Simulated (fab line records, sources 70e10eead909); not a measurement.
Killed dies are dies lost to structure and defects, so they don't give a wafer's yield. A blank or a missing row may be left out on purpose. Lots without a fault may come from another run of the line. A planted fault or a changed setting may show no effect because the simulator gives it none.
A struck lot beside a sound one | flow nand_harc | 44 steps out of a route of 1302
Sound: wafers L813.1, L813.3, L813.6. Struck: wafers L822.2, L822.4, L822.5. The cause comes at the end.
At each step with rows: each side's tool, then ch and its chambers, then its first start. Under that, the readings that differ: sound wafers | struck wafers | difference of the means | sigmas: that difference in standard deviations of wafers without a fault.
alike: readings whose means differ by less than 2 such deviations, and words and numbers that are the same on both sides. not compared: withheld readings, readings that some wafer has no value for, bounds like >300 that may hide the same value, and numbers for which the record gives no deviation and whose values overlap.
The two part at a step that has a row with sigmas, a row that says differs or no value, or rows on one side only. Numbers that don't overlap but have no deviation are shown without sigmas and don't part them. A reading that every wafer of one side lacks parts them only if that side has two wafers or more.

first, 3 steps without rows for these wafers: NHARC_A_CONTACT_EXPOSE_66 (exposes mask A CC 2); NHARC_A_CONTACT_PEB_67 (peb time 65 s); NHARC_A_CONTACT_DEVELOP_68 (develop time 35 s).
NHARC_A_CONTACT_CD_MEAS_69: target cd 300 nm.
  sound on cd_sem-03 ch 0, day 22 08:34; struck on cd_sem-03 ch 0, day 26 19:34
  alike: cd_nm
NHARC_A_CONTACT_OVL_MEAS_70:
  sound on overlay-01, day 22 08:40; struck on overlay-02, day 26 19:40
  reading           | sound          | struck      | difference | sigmas
  overlay_y_nm (nm) | -1.4 -1.0 -1.3 | 1.2 0.5 1.2 | +2.2       | +2
  alike: overlay_x_nm
NHARC_A_CONTACT_INSPECT_71:
  sound on defect_inspect-01, day 22 08:41; struck on defect_inspect-01, day 26 19:41
  alike: raw_defect_count
then, 2 steps without rows for these wafers: NHARC_A_CONTACT_DESCUM_74 (chemistry O2, time 3 s); NHARC_A_CONTACT_ETCH_75 (etches the open film in CF4, target depth 39 nm, time 65 s).
NHARC_A_CONTACT_ETCH_76: etches the open film in N2/H2, target depth 260 nm, time 475.3 s.
  sound on rie_diel-04 ch 0,1,2; struck on rie_diel-08 ch 0,2,3
  reading                         | sound          | struck         | difference | sigmas
  showerhead_plenum_p_Torr (Torr) | 2.00 2.20 2.18 | 1.97 1.97 2.01 | -0.14      | -2
  alike: drypump_motor_current_A, oes_product_au, rf_vpp_V, throttle_valve_pct
  not compared: rf_hours_counter_h
then, 3 steps without rows for these wafers: NHARC_A_CONTACT_ETCH_77 (etches the open film in CF4/CHF3, target depth 108.9 nm, time 54.5 s); NHARC_A_CONTACT_ETCH_78 (etches the open film in O2/COS, target depth 5300 nm, time 1378 s); NHARC_A_CONTACT_ETCH_124 (etches the open film in C4F8/O2/Ar, time 140 s, target depth 700 nm).
NHARC_A_CONTACT_ETCH_125: etches the open film in C4F8/O2/Ar, time 197 s, target depth 1918 nm.
  sound on har_cap_etch-03 ch 0,1, day 22 10:37; struck on har_cap_etch-02 ch 0,1, day 26 21:41
  not compared: rf_hours_counter_h
then, 1 step without rows for these wafers: NHARC_A_CONTACT_ETCH_126 (etches the open film in C4F8/O2/Ar, time 197 s, target depth 1918 nm).
NHARC_A_CONTACT_ETCH_127: etches the open film in C4F8/O2/Ar, time 197 s, target depth 1918 nm.
  sound on har_cap_etch-03 ch 0,1, day 22 10:59; struck on har_cap_etch-02 ch 0,1, day 26 22:02
  not compared: rf_hours_counter_h
then, 5 steps without rows for these wafers: NHARC_A_CONTACT_ETCH_128 (etches the open film in C4F8/O2/Ar, time 197 s, target depth 1918 nm); NHARC_A_CONTACT_ETCH_129 (etches the open film in C4F8/O2/Ar, time 197 s, target depth 1918 nm); NHARC_A_CONTACT_ETCH_130 (etches the open film in C4F8/O2/Ar, time 197 s, target depth 1918 nm); NHARC_A_CONTACT_ETCH_131 (etches the open film in C4F8/O2/Ar, time 197 s, target depth 1918 nm); NHARC_A_CONTACT_ETCH_132 (etches the open film in C4F8/O2/Ar, time 197 s, target depth 1924 nm).
NHARC_A_CONTACT_ETCH_133: etches the open film in C4F8/O2/Ar, time 374 s, target depth 1610 nm.
  sound on har_cap_etch-03 ch 0,1, day 22 12:04; struck on har_cap_etch-02 ch 0,1, day 26 23:06
  not compared: rf_hours_counter_h
then, 1 step without rows for these wafers: NHARC_A_CONTACT_ETCH_91 (etches the open film in CH3F/O2, target depth 40 nm, time 85.7 s).
NHARC_A_CONTACT_ETCH_97: etches the open film in C4F6/O2, target depth 20 nm, time 10 s.
  sound on rie_diel-04 ch 1,2; struck on rie_diel-08 ch 0,1
  alike: drypump_motor_current_A, oes_product_au, rf_vpp_V, showerhead_plenum_p_Torr, throttle_valve_pct
  not compared: rf_hours_counter_h
NHARC_A_CONTACT_CD_MEAS_80:
  sound on cd_sem-02, day 22 13:01; struck on cd_sem-03, day 27 00:07
  alike: cd_nm
then, 4 steps without rows for these wafers: NHARC_A_CONTACT_STRIP_103 (strips in N2/H2); NHARC_A_CONTACT_STRIP_104 (strips in CF4/CHF3); NHARC_A_CONTACT_STRIP_105 (strips in O2/COS); NHARC_A_CONTACT_ETCH_106 (etches the open film in CF4/O2, target depth 90 nm, overetch 9 nm, time 49.5 s).
NHARC_A_CONTACT_STRIP_82: strips in O2.
  sound on rie_diel-04 ch 0,2,3; struck on rie_diel-08 ch 0,2
  reading               | sound             | struck            | difference | sigmas
  oes_product_au (a.u.) | 1.003 1.017 1.000 | 0.974 1.007 0.971 | -0.023     | -2
  alike: drypump_motor_current_A, rf_vpp_V, showerhead_plenum_p_Torr, throttle_valve_pct
  not compared: rf_hours_counter_h
then, 13 steps without rows for these wafers: NHARC_A_CONTACT_STRIP_83 (strips in post etch residue remover, time 600 s); NHARC_A_CONTACT_DEP_84 (deposits aC, target thk 2800 nm); NHARC_A_CONTACT_DEP_85 (deposits SiON, target thk 60 nm); NHARC_A_CONTACT_DEHYDRATE_00 (time 120 s); NHARC_A_CONTACT_HMDS_01 (time 30 s); NHARC_A_CONTACT_COAT_86 (time 75 s); NHARC_A_CONTACT_COAT_87 (time 65 s); NHARC_A_CONTACT_COAT_02 (resist thk 90 nm); NHARC_A_CONTACT_SOFTBAKE_03 (time 55 s); NHARC_A_CONTACT_EBR_04; NHARC_A_CONTACT_EXPOSE_05 (exposes mask A CC); NHARC_A_CONTACT_PEB_06 (peb time 65 s); NHARC_A_CONTACT_DEVELOP_07 (develop time 35 s).
NHARC_A_CONTACT_DESCUM_13: chemistry O2, time 3 s.
  sound on rie_diel-08 ch 0,2,3, day 22 16:32; struck on rie_diel-08 ch 0,1, day 27 12:05
  reading | sound | struck                                                                     | difference                   | sigmas
  hold    | - - - | await_dispo/1.9h/release await_dispo/1.9h/release await_dispo/1.9h/release | no value on the sound wafers |
  alike: drypump_motor_current_A, oes_product_au, rf_vpp_V, showerhead_plenum_p_Torr, throttle_valve_pct
  not compared: rf_hours_counter_h
-- the record jumps here: 3 days lie between the struck wafers' starts before and after (it left off in module A_CONTACT and takes up again in module END, whose first step shown is number 1302 of the route) --
NHARC_END_SORT_01:
  sound on prober-02 ch 0, day 24 19:16; struck on prober-02 ch 0, day 30 16:26
  reading         | sound    | struck      | difference | sigmas
  killed_at_array | 26 28 22 | 120 133 117 | +98        | +5
  killed_dies     | 31 32 24 | 124 137 128 | +101       | +5
  alike: killed_at_other, killed_at_periphery, killed_open, killed_short

WHERE THEY PART
First at NHARC_A_CONTACT_OVL_MEAS_70; last, within this record, at NHARC_END_SORT_01.

WHY: what the simulator had put in
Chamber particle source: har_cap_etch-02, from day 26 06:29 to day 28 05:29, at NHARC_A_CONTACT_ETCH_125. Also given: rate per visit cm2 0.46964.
